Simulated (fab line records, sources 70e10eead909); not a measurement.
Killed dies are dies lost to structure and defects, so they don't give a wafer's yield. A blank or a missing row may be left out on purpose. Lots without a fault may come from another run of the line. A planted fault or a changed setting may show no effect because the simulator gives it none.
A struck lot beside a sound one | flow nand_harc | 14 steps out of a route of 1159
Sound: wafers L608.2, L608.3, L608.5. Struck: wafer L606.4. (L606.1, L606.6 of the same lot were not struck and are left out.) The cause comes at the end.
At each step with rows: each side's tool, then ch and its chambers, then its first start. Under that, the readings that differ: sound wafers | struck wafers | difference of the means | sigmas: that difference in standard deviations of wafers without a fault.
alike: readings whose means differ by less than 2 such deviations, and words and numbers that are the same on both sides. not compared: withheld readings, readings that some wafer has no value for, bounds like >300 that may hide the same value, and numbers for which the record gives no deviation and whose values overlap.
The two part at a step that has a row with sigmas, a row that says differs or no value, or rows on one side only. Numbers that don't overlap but have no deviation are shown without sigmas and don't part them. A reading that every wafer of one side lacks parts them only if that side has two wafers or more.

NHARC_P_GATE_RTA_82: time 30 s.
  sound on rtp_anneal-01 ch 0, day 11 00:10; struck on rtp_anneal-01 ch 0, day 10 13:55
  alike: lamp_power_pct, wafer_temp_C_max
NHARC_P_GATE_INSPECT_68:
  sound on defect_inspect-02, day 11 00:20; struck on defect_inspect-02, day 10 14:07
  alike: raw_defect_count
NHARC_P_CONTACT_DEP_30: deposits SiNx, target thk 30 nm.
  sound on pecvd-02 ch 1,2, day 11 00:23; struck on pecvd-03 ch 1, day 10 14:13
  alike: heater_power_w
NHARC_P_CONTACT_DEP_00: deposits SiO2, target thk 500 nm.
  sound on pecvd-02 ch 1,2; struck on pecvd-03 ch 1
  alike: chamber_pressure_Torr, heater_power_w, throttle_valve_pct
NHARC_P_CONTACT_CMP_01: polishes SiO2, target thk 200 nm.
  sound on cmp-04 ch 1,3, day 11 01:08; struck on cmp-02 ch 3, day 10 14:53
  alike: motor_current_A, retaining_ring_pressure_frac, slurry_filter_dp_kPa
then, 6 steps without rows for these wafers: NHARC_P_CONTACT_SRD_03; NHARC_P_CONTACT_DEHYDRATE_04 (time 120 s); NHARC_P_CONTACT_HMDS_05 (time 30 s); NHARC_P_CONTACT_COAT_33 (time 75 s); NHARC_P_CONTACT_COAT_34 (time 65 s); NHARC_P_CONTACT_COAT_06 (resist thk 90 nm).
NHARC_P_CONTACT_SOFTBAKE_07: time 55 s.
  sound on litho_track-04 ch 0, day 11 01:00; struck on litho_track-06 ch 0, day 10 15:00
  reading                  | sound                | struck | difference | sigmas
  heater_power_total_W (W) | 188.33 188.42 188.24 | 222.42 | +34.09     | +99 or more
then, 1 step without rows for these wafers: NHARC_P_CONTACT_EBR_08.
-- the record jumps here: 14 days lie between the struck wafers' starts before and after (it left off in module P_CONTACT and takes up again in module END, whose first step shown is number 1159 of the route) --
NHARC_END_SORT_01:
  the record has rows for the struck wafers here (prober-02 ch 0, day 24 17:38) and none for the sound ones

WHERE THEY PART
First at NHARC_P_CONTACT_SOFTBAKE_07; last, within this record, at NHARC_END_SORT_01.

WHY: what the simulator had put in
Process parameter drift: litho_track-06, from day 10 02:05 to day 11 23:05, at NHARC_P_CONTACT_SOFTBAKE_07. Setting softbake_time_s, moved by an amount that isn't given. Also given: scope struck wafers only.
